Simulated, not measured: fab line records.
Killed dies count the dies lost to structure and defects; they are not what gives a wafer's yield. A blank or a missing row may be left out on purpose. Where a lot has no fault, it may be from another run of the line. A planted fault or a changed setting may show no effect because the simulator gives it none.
2 desks looking at one fault | flow n5Finfet | what lay behind the numbers comes last; until then each desk has only its own

== FOR THE TOOL OWNER'S DESK: rieMetal-03 ==
The tool's own readings at N5_GATE_CUT_CUT_ETCH_53 (etches W in SF6/Cl2, target depth 79.2 nm): means of the sampled wafers that have a number, for each lot that ran on this tool. The brackets show how far a lot's mean lies from the usual mean; more than 4 standard deviations puts the lot out of limits, marked OUT.
Columns: A = drypumpMotorCurrentA at N5_GATE_CUT_CUT_ETCH_53, usual 5.7 A; B = etchRfOnTimeS at N5_GATE_CUT_CUT_ETCH_53, usual 26.4 s; C = oesProductAu at N5_GATE_CUT_CUT_ETCH_53, usual 0.67 a.u.; D = throttleValvePct at N5_GATE_CUT_CUT_ETCH_53, usual 28.84 %
lot  | first seen here | A   | B    | C    | D
L228 | day 4 20:08     | 5.1 | 26.4 | 0.63 | 28.86
L234 | day 6 16:14     | 5.1 | 26.4 | 0.62 | 28.87
L236 | day 7 00:04     | 5.5 | 26.3 | 0.79 | 29.20
L238 | day 7 09:01     | 5.3 | 26.3 | 0.71 | 29.04
L241 | day 7 23:17     | 5.5 | 26.3 | 0.78 | 29.21
This desk found nothing out of limits on any of the 5 lots.

== THE METROLOGY DESK ==
Means of the sampled wafers that have a number, per lot and without regard to the tool the lot ran on: this is what the gauges read. The brackets show how far a lot's mean lies from the usual mean; more than 4 standard deviations puts the lot out of limits, marked OUT.
Columns: A = PASS_OPEN_OVL at N5_PASSIVATION_OVL_MEAS_66, usual 3 nm
lot  | first seen here | A
L228 | day 13 23:32    | 1
L227 | day 14 22:31    | 0
L230 | day 15 14:00    | 11
L231 | day 15 17:54    | 0
L236 | day 16 10:37    | 4
L232 | day 16 13:59    | -0
L234 | day 17 02:58    | 2
L238 | day 17 23:26    | 3
L241 | day 18 18:26    | 1
L239 | day 18 20:51    | 3
L246 | day 19 02:24    | 9
L250 | day 20 05:35    | 3
This desk found nothing out of limits on any of the 12 lots.

== ALL TOGETHER ==
Nothing out of limits was seen by the tool owner's desk.
From the metrology desk's view, nothing was out of limits.

== WHAT THE SIMULATOR PUT IN ==
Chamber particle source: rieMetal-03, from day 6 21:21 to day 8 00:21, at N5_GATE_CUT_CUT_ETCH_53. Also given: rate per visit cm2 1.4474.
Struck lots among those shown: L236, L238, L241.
